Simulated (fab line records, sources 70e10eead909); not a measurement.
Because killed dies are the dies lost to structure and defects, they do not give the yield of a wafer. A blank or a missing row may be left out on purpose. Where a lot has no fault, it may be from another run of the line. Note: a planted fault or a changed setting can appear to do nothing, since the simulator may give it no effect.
fab line records ; flow nand-harc
record lots=7; wafers=21; last-day=32
route steps=1302 shown A_ONON_D1@432 END@1302
lots that met no fault: from a run of the same line without faults
start-h: hours from the record's opening day to when the first of the lot's shown wafers began ; wait-h: hours elapsed since this lot's preceding step ; " unchanged from the row above ; L1.1+2: several wafers, shown together as one row ; - no value, or no start was given ; * or withheld: withheld ; < > ~ a bound
route shown NAME@n: NAME is a module with steps in the file, n the number in the route of the first one ; usual: mean/standard deviation of fault-free wafers ; same: alike in all rows ; chamber/n: place in a boat ; sites: each site's reading ; _std_site: the standard deviation of these ; _edge_site: outer sites' mean less inner sites' ; radius-mm: how far each site lies from the wafer's centre ; mask NAME#n: copy n ; behind: the last tool/chamber to shape the wafer ; hold: why the lot went on hold/how many hours it stayed there/how the hold came to an end ; device: names the non-switching transistor (n, p or np) ; end of line: tests run on the same wafers once the route is complete ; a step with no rows: only its recipe ; killed: dies that structure and defects cost at the first sort, which is not the same as the wafer's yield ; map: a wafer's dies, marking killed ones x, the rest . and places with no die _
set.NAME: setting as actually run; set.NAME@STEP: the setting as run at that earlier step ; model.NAME: the simulator's own value behind a step, which no gauge read
lots seen at some steps along the route; tables by step, rows by wafer
services: from which hour (start-h, from the record's first day; less than 0 if before it) a tool's chamber was out of use, for how many hours, and why
## steps
# step NHARC_A_ONON_D1_DEP_12
# recipe target-thk-a=10000; n2-flow-sccm=2750; n2o-flow-sccm=2000; nh3-flow-sccm=500; sih4-flow-sccm=210; temp-c=400
# step NHARC_A_ONON_D1_THK_MEAS_14
# recipe thk-meas-gauge=ellipsometry
# usual thk-nm=999/9.6
lot.wafer;tool;chamber;start-h;wait-h;thk-nm
L779.1;film-metro-02;-;211.90;-;1019
L779.2;film-metro-02;-;211.90;-;1020
L779.5;film-metro-02;-;211.90;-;1016
L781.2;film-metro-01;-;220.83;-;1008
L781.4;film-metro-01;-;220.83;-;1010
L781.6;film-metro-01;-;220.83;-;1011
L784.1;film-metro-01;-;262.33;-;980
L784.3;film-metro-01;-;262.33;-;982
L784.6;film-metro-01;-;262.33;-;981
L786.3;film-metro-02;-;277.95;-;991
L786.5;film-metro-02;-;277.95;-;990
L786.6;film-metro-02;-;277.95;-;990
L787.2;film-metro-02;-;284.13;-;1011
L787.5;film-metro-02;-;284.13;-;1011
L787.6;film-metro-02;-;284.13;-;1011
L793.1;film-metro-02;-;349.42;-;999
L793.2;film-metro-02;-;349.42;-;1000
L793.3;film-metro-02;-;349.42;-;999
L795.2;film-metro-01;-;378.42;-;999
L795.5;film-metro-01;-;378.42;-;999
L795.6;film-metro-01;-;378.42;-;997
# step NHARC_A_ONON_D1_ANNEAL_15
# recipe temp-c=750; time-s=3600
# step NHARC_A_ONON_D1_DEP_16
# recipe target-thk-a=10000; n2-flow-sccm=2750; n2o-flow-sccm=2000; nh3-flow-sccm=500; sih4-flow-sccm=210; temp-c=400
# step NHARC_A_ONON_D1_THK_MEAS_18
# recipe thk-meas-gauge=ellipsometry
# usual thk-nm=1001/12
lot.wafer;tool;chamber;start-h;wait-h;thk-nm
L779.1;film-metro-02;-;219.72;-;1010
L779.2;film-metro-02;-;219.72;-;1012
L779.5;film-metro-02;-;219.72;-;1011
L781.2;film-metro-01;-;230.57;-;981
L781.4;film-metro-01;-;230.57;-;983
L781.6;film-metro-01;-;230.57;-;982
L784.1;film-metro-01;-;269.95;-;1004
L784.3;film-metro-01;-;269.95;-;1003
L784.6;film-metro-01;-;269.95;-;1004
L786.3;film-metro-01;-;287.83;-;990
L786.5;film-metro-01;-;287.83;-;986
L786.6;film-metro-01;-;287.83;-;989
L787.2;film-metro-01;-;292.54;-;991
L787.5;film-metro-01;-;292.54;-;992
L787.6;film-metro-01;-;292.54;-;991
L793.1;film-metro-01;-;357.20;-;992
L793.2;film-metro-01;-;357.20;-;993
L793.3;film-metro-01;-;357.20;-;991
L795.2;film-metro-01;-;387.03;-;976
L795.5;film-metro-01;-;387.03;-;976
L795.6;film-metro-01;-;387.03;-;979
# step NHARC_A_ONON_D1_DEP_19
# recipe target-thk-a=10000; n2-flow-sccm=2750; n2o-flow-sccm=2000; nh3-flow-sccm=500; sih4-flow-sccm=210; temp-c=400
# step NHARC_A_ONON_D1_THK_MEAS_21
# recipe thk-meas-gauge=ellipsometry
# usual thk-nm=1002/11
lot.wafer;tool;chamber;start-h;wait-h;thk-nm
L779.1;film-metro-01;-;220.27;-;993
L779.2;film-metro-01;-;220.27;-;992
L779.5;film-metro-01;-;220.27;-;995
L781.2;film-metro-01;-;231.14;-;993
L781.4;film-metro-01;-;231.14;-;993
L781.6;film-metro-01;-;231.14;-;994
L784.1;film-metro-01;-;270.52;-;985
L784.3;film-metro-01;-;270.52;-;985
L784.6;film-metro-01;-;270.52;-;985
L786.3;film-metro-01;-;288.39;-;1033
L786.5;film-metro-01;-;288.39;-;1034
L786.6;film-metro-01;-;288.39;-;1032
L787.2;film-metro-01;-;293.11;-;995
L787.5;film-metro-01;-;293.11;-;997
L787.6;film-metro-01;-;293.11;-;999
L793.1;film-metro-01;-;357.79;-;1012
L793.2;film-metro-01;-;357.79;-;1013
L793.3;film-metro-01;-;357.79;-;1011
L795.2;film-metro-01;-;387.60;-;1004
L795.5;film-metro-01;-;387.60;-;1004
L795.6;film-metro-01;-;387.60;-;1002
# step NHARC_A_ONON_D1_DEP_22
# recipe target-thk-a=10000; n2-flow-sccm=2750; n2o-flow-sccm=2000; nh3-flow-sccm=500; sih4-flow-sccm=210; temp-c=400
# step NHARC_A_ONON_D1_THK_MEAS_24
# recipe thk-meas-gauge=ellipsometry
# usual thk-nm=999/10
lot.wafer;tool;chamber;start-h;wait-h;thk-nm
L779.1;film-metro-02;-;220.84;-;992
L779.2;film-metro-02;-;220.84;-;989
L779.5;film-metro-02;-;220.84;-;990
L781.2;film-metro-01;-;231.70;-;1015
L781.4;film-metro-01;-;231.70;-;1016
L781.6;film-metro-01;-;231.70;-;1015
L784.1;film-metro-01;-;271.08;-;988
L784.3;film-metro-01;-;271.08;-;989
L784.6;film-metro-01;-;271.08;-;988
L786.3;film-metro-01;-;288.96;-;991
L786.5;film-metro-01;-;288.96;-;990
L786.6;film-metro-01;-;288.96;-;989
L787.2;film-metro-02;-;293.68;-;1003
L787.5;film-metro-02;-;293.68;-;1003
L787.6;film-metro-02;-;293.68;-;1003
L793.1;film-metro-02;-;358.36;-;996
L793.2;film-metro-02;-;358.36;-;997
L793.3;film-metro-02;-;358.36;-;996
L795.2;film-metro-01;-;388.16;-;988
L795.5;film-metro-01;-;388.16;-;989
L795.6;film-metro-01;-;388.16;-;992
# step NHARC_A_ONON_D1_DEP_25
# recipe target-thk-a=10000; n2-flow-sccm=2750; n2o-flow-sccm=2000; nh3-flow-sccm=500; sih4-flow-sccm=210; temp-c=400
# step NHARC_A_ONON_D1_THK_MEAS_27
# recipe thk-meas-gauge=ellipsometry
# usual thk-nm=1004/13
lot.wafer;tool;chamber;start-h;wait-h;thk-nm
L779.1;film-metro-02;-;221.41;-;1019
L779.2;film-metro-02;-;221.41;-;1021
L779.5;film-metro-02;-;221.41;-;1020
L781.2;film-metro-02;-;232.26;-;988
L781.4;film-metro-02;-;232.26;-;990
L781.6;film-metro-02;-;232.26;-;988
L784.1;film-metro-01;-;271.66;-;1011
L784.3;film-metro-01;-;271.66;-;1011
L784.6;film-metro-01;-;271.66;-;1014
L786.3;film-metro-02;-;289.52;-;1000
L786.5;film-metro-02;-;289.52;-;1001
L786.6;film-metro-02;-;289.52;-;1000
L787.2;film-metro-01;-;294.24;-;1010
L787.5;film-metro-01;-;294.24;-;1012
L787.6;film-metro-01;-;294.24;-;1011
L793.1;film-metro-01;-;358.93;-;1009
L793.2;film-metro-01;-;358.93;-;1009
L793.3;film-metro-01;-;358.93;-;1008
L795.2;film-metro-02;-;388.73;-;1006
L795.5;film-metro-02;-;388.73;-;1005
L795.6;film-metro-02;-;388.73;-;1008
# step NHARC_A_ONON_D1_DEP_28
# recipe target-thk-a=10000; n2-flow-sccm=2750; n2o-flow-sccm=2000; nh3-flow-sccm=500; sih4-flow-sccm=210; temp-c=400
# usual n2-flow-sccm=2750/8.1; n2o-flow-sccm=2000/6
lot.wafer;tool;chamber;start-h;wait-h;n2-flow-sccm;n2o-flow-sccm
L779.1;pecvd-onon-03;0;221.47;0.1;2759;2002
L779.2;pecvd-onon-03;0;221.47;0.1;2750;2002
L779.5;pecvd-onon-03;0;221.47;0.1;2751;2001
L781.2;pecvd-onon-01;0;232.38;0.1;2747;1994
L781.4;pecvd-onon-01;0;232.38;0.1;2742;1989
L781.6;pecvd-onon-01;0;232.38;0.1;2750;1989
L784.1;pecvd-onon-02;-;271.72;0.1;-;-
L784.3;pecvd-onon-02;-;271.72;0.1;-;-
L784.6;pecvd-onon-02;-;271.72;0.1;-;-
L786.3;pecvd-onon-03;-;289.69;0.2;-;-
L786.5;pecvd-onon-03;-;289.69;0.2;-;-
L786.6;pecvd-onon-03;-;289.69;0.2;-;-
L787.2;pecvd-onon-02;-;294.36;0.1;-;-
L787.5;pecvd-onon-02;-;294.36;0.1;-;-
L787.6;pecvd-onon-02;-;294.36;0.1;-;-
L793.1;pecvd-onon-01;0;358.98;0.1;2751;1998
L793.2;pecvd-onon-01;0;358.98;0.1;2763;1999
L793.3;pecvd-onon-01;0;358.98;0.1;2757;2000
L795.2;pecvd-onon-02;0;388.84;0.1;2739;1989
L795.5;pecvd-onon-02;0;388.84;0.1;2745;1999
L795.6;pecvd-onon-02;0;388.84;0.1;2746;2004
# step NHARC_END_SORT_01
# recipe temp-c=25
# usual killed-at-array=61/24; killed-at-other=1.2/1.3; killed-at-periphery=3.7/2.6; killed-dies=66/23; killed-open=3.3/1.8; killed-short=2.4/1.6
# same gross-dies=677
lot.wafer;tool;chamber;start-h;wait-h;killed-at-array;killed-at-other;killed-at-periphery;killed-dies;killed-open;killed-short
L784.1;prober-01;0;656.48;2.5;674;3;0;677;4;2
L784.3;prober-01;0;658.08;3.1;677;0;0;677;5;1
L784.6;prober-01;0;660.47;4.0;674;3;0;677;2;3
L787.2;prober-02;0;680.15;2.8;669;1;7;677;2;5
L787.5;prober-02;0;682.58;3.7;675;1;1;677;4;2
L787.6;prober-02;0;683.39;4.1;672;2;3;677;3;2
L786.3;prober-01;0;680.88;3.1;674;1;2;677;1;3
L786.5;prober-01;0;682.48;3.7;674;0;3;677;3;1
L786.6;prober-01;0;683.28;4.0;674;0;3;677;3;3
# killed by level:class
L784.1 A_ONON_D1:area-dep=620 A_SLIT:chamber-film-flake=25 A_CHANNEL_HOLE_D2:chamber-film-flake=16 THIN_TSV:chamber-film-flake=3 A_CHANNEL_HOLE_D1:chamber-film-flake=2 A_STAIRCASE:chamber-film-flake=2 A_SOURCE_PLATE:geometric-particle:open=1 A_SOURCE_PLATE:geometric-particle:short=1
L784.3 A_ONON_D1:area-dep=610 A_SLIT:chamber-film-flake=32 A_CHANNEL_HOLE_D2:chamber-film-flake=18 A_CHANNEL_HOLE_D1:chamber-film-flake=7 A_CONTACT:chamber-film-flake=3 A_ONON_D2:geometric-particle:open=2 A_SOURCE_PLATE:geometric-particle:open=1 A_ONON_D2:geometric-particle:short=1
L784.6 A_ONON_D1:area-dep=624 A_SLIT:chamber-film-flake=25 A_CHANNEL_HOLE_D2:chamber-film-flake=14 THIN_TSV:chamber-film-flake=3 A_CHANNEL_FILL_D2:geometric-particle:short=2 A_STAIRCASE:chamber-film-flake=2 A_ONON_D2:geometric-particle:short=1 A_CHANNEL_FILL_D2:geometric-particle:open=1
L787.2 A_ONON_D1:area-dep=608 A_CHANNEL_HOLE_D1:chamber-film-flake=28 A_CHANNEL_HOLE_D2:chamber-film-flake=15 A_STAIRCASE:chamber-film-flake=7 P_ZERO_WELL:chamber-film-flake=3 P_GATE:chamber-film-flake=3 A_CONTACT:chamber-film-flake=3 A_WL_FILL:geometric-particle:short=2
L786.3 A_ONON_D1:area-dep=599 A_CHANNEL_HOLE_D1:chamber-film-flake=31 A_SLIT:chamber-film-flake=29 A_CHANNEL_FILL_D2:chamber-film-flake=4 A_CHANNEL_HOLE_D2:chamber-film-flake=3 A_M0:geometric-particle:short=2 A_SGD_CUT:chamber-film-flake=2 A_STAIRCASE:chamber-film-flake=2
L786.5 A_ONON_D1:area-dep=594 A_SLIT:chamber-film-flake=30 A_CHANNEL_HOLE_D1:chamber-film-flake=29 A_CHANNEL_FILL_D2:chamber-film-flake=6 A_SGD_CUT:chamber-film-flake=5 A_WL_FILL:chamber-film-flake=3 A_CONTACT:geometric-particle:open=2 P_BONDPAD:chamber-film-flake=2
L787.5 A_ONON_D1:area-dep=603 A_CHANNEL_HOLE_D1:chamber-film-flake=31 A_CHANNEL_HOLE_D2:chamber-film-flake=20 A_STAIRCASE:chamber-film-flake=7 A_SLIT:chamber-film-flake=5 A_CHANNEL_FILL_D2:geometric-particle:open=2 A_CONTACT:chamber-film-flake=2 A_CHANNEL_HOLE_D1:geometric-particle:short=1
L786.6 A_ONON_D1:area-dep=587 A_CHANNEL_HOLE_D1:chamber-film-flake=35 A_SLIT:chamber-film-flake=28 A_SGD_CUT:chamber-film-flake=7 A_WL_FILL:chamber-film-flake=6 A_STAIRCASE:chamber-film-flake=4 P_BONDPAD:chamber-film-flake=2 P_CONTACT:geometric-particle:open=1
L787.6 A_ONON_D1:area-dep=608 A_CHANNEL_HOLE_D1:chamber-film-flake=36 A_CHANNEL_HOLE_D2:chamber-film-flake=13 A_STAIRCASE:chamber-film-flake=5 A_CONTACT:chamber-film-flake=3 P_ZERO_WELL:chamber-film-flake=2 A_SLIT:chamber-film-flake=2 THIN_TSV:chamber-film-flake=2
# map L784.1 (x killed, . not)
____________x____________
_________xxxxxxx_________
_______xxxxxxxxxxx_______
______xxxxxxxxxxxxx______
_____xxxxxxxxxxxxxxx_____
____xxxxxxxxxxxxxxxxx____
____xxxxxxxxxxxxxxxxx____
___xxxxxxxxxxxxxxxxxxx___
___xxxxxxxxxxxxxxxxxxx___
__xxxxxxxxxxxxxxxxxxxxx__
__xxxxxxxxxxxxxxxxxxxxx__
_xxxxxxxxxxxxxxxxxxxxxxx_
_xxxxxxxxxxxxxxxxxxxxxxx_
_xxxxxxxxxxxxxxxxxxxxxxx_
_xxxxxxxxxxxxxxxxxxxxxxx_
_xxxxxxxxxxxxxxxxxxxxxxx_
xxxxxxxxxxxxxxxxxxxxxxxxx
xxxxxxxxxxxxxxxxxxxxxxxxx
xxxxxxxxxxxxxxxxxxxxxxxxx
xxxxxxxxxxxxxxxxxxxxxxxxx
xxxxxxxxxxxxxxxxxxxxxxxxx
_xxxxxxxxxxxxxxxxxxxxxxx_
_xxxxxxxxxxxxxxxxxxxxxxx_
_xxxxxxxxxxxxxxxxxxxxxxx_
_xxxxxxxxxxxxxxxxxxxxxxx_
_xxxxxxxxxxxxxxxxxxxxxxx_
__xxxxxxxxxxxxxxxxxxxxx__
__xxxxxxxxxxxxxxxxxxxxx__
___xxxxxxxxxxxxxxxxxxx___
___xxxxxxxxxxxxxxxxxxx___
____xxxxxxxxxxxxxxxxx____
____xxxxxxxxxxxxxxxxx____
_____xxxxxxxxxxxxxxx_____
______xxxxxxxxxxxxx______
_______xxxxxxxxxxx_______
_________xxxxxxx_________
____________x____________
# map L786.3 (x killed, . not)
____________x____________
_________xxxxxxx_________
_______xxxxxxxxxxx_______
______xxxxxxxxxxxxx______
_____xxxxxxxxxxxxxxx_____
____xxxxxxxxxxxxxxxxx____
____xxxxxxxxxxxxxxxxx____
___xxxxxxxxxxxxxxxxxxx___
___xxxxxxxxxxxxxxxxxxx___
__xxxxxxxxxxxxxxxxxxxxx__
__xxxxxxxxxxxxxxxxxxxxx__
_xxxxxxxxxxxxxxxxxxxxxxx_
_xxxxxxxxxxxxxxxxxxxxxxx_
_xxxxxxxxxxxxxxxxxxxxxxx_
_xxxxxxxxxxxxxxxxxxxxxxx_
_xxxxxxxxxxxxxxxxxxxxxxx_
xxxxxxxxxxxxxxxxxxxxxxxxx
xxxxxxxxxxxxxxxxxxxxxxxxx
xxxxxxxxxxxxxxxxxxxxxxxxx
xxxxxxxxxxxxxxxxxxxxxxxxx
xxxxxxxxxxxxxxxxxxxxxxxxx
_xxxxxxxxxxxxxxxxxxxxxxx_
_xxxxxxxxxxxxxxxxxxxxxxx_
_xxxxxxxxxxxxxxxxxxxxxxx_
_xxxxxxxxxxxxxxxxxxxxxxx_
_xxxxxxxxxxxxxxxxxxxxxxx_
__xxxxxxxxxxxxxxxxxxxxx__
__xxxxxxxxxxxxxxxxxxxxx__
___xxxxxxxxxxxxxxxxxxx___
___xxxxxxxxxxxxxxxxxxx___
____xxxxxxxxxxxxxxxxx____
____xxxxxxxxxxxxxxxxx____
_____xxxxxxxxxxxxxxx_____
______xxxxxxxxxxxxx______
_______xxxxxxxxxxx_______
_________xxxxxxx_________
____________x____________
## services
tool;chamber;start-h;hours;kind
pecvd-onon-03;-;217.45;0.2;repair
pecvd-onon-03;-;227.42;13.0;pm
pecvd-onon-01;-;269.00;13.0;pm
pecvd-onon-02;-;366.14;13.0;pm
## key
first-sign step=NHARC_A_ONON_D1_DEP_28; reading=tool-record; direction=missing
effect step=NHARC_END_SORT_01; reading=killed-dies; direction=up; sigmas=27; usual=66; struck=677
more-kills-born-at NHARC_A_ONON_D1_DEP_28@pecvd-onon-02=3673; NHARC_A_ONON_D1_DEP_28@pecvd-onon-03=1780
met-at NHARC_A_ONON_D1_DEP_28
struck-wafers L784.1,L784.3,L784.6,L786.3,L786.5,L786.6,L787.2,L787.5,L787.6
later-rows-left-out L784.1,L784.3,L784.6,L786.3,L786.5,L786.6,L787.2,L787.5,L787.6
tester-left-out L784,L786,L787
onset-between 221.47 271.72
fault kind=skipped-step-whole; tool=pecvd-onon-02,pecvd-onon-03; chamber=-; onset-h=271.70; steps=NHARC_A_ONON_D1_DEP_28; scope=struck-lots-only
# tester-left-out: of these lots the tester's yield and bins aren't shown, on N5 and GAA mostly nor the transistor test; their killed dies are dies lost to structure and defects alone, not to doping, threshold or leakage, so they don't give the yield
# later-rows-left-out: the simulator's readings of these wafers behind a module that went badly wrong aren't trusted and aren't shown, but for the sort
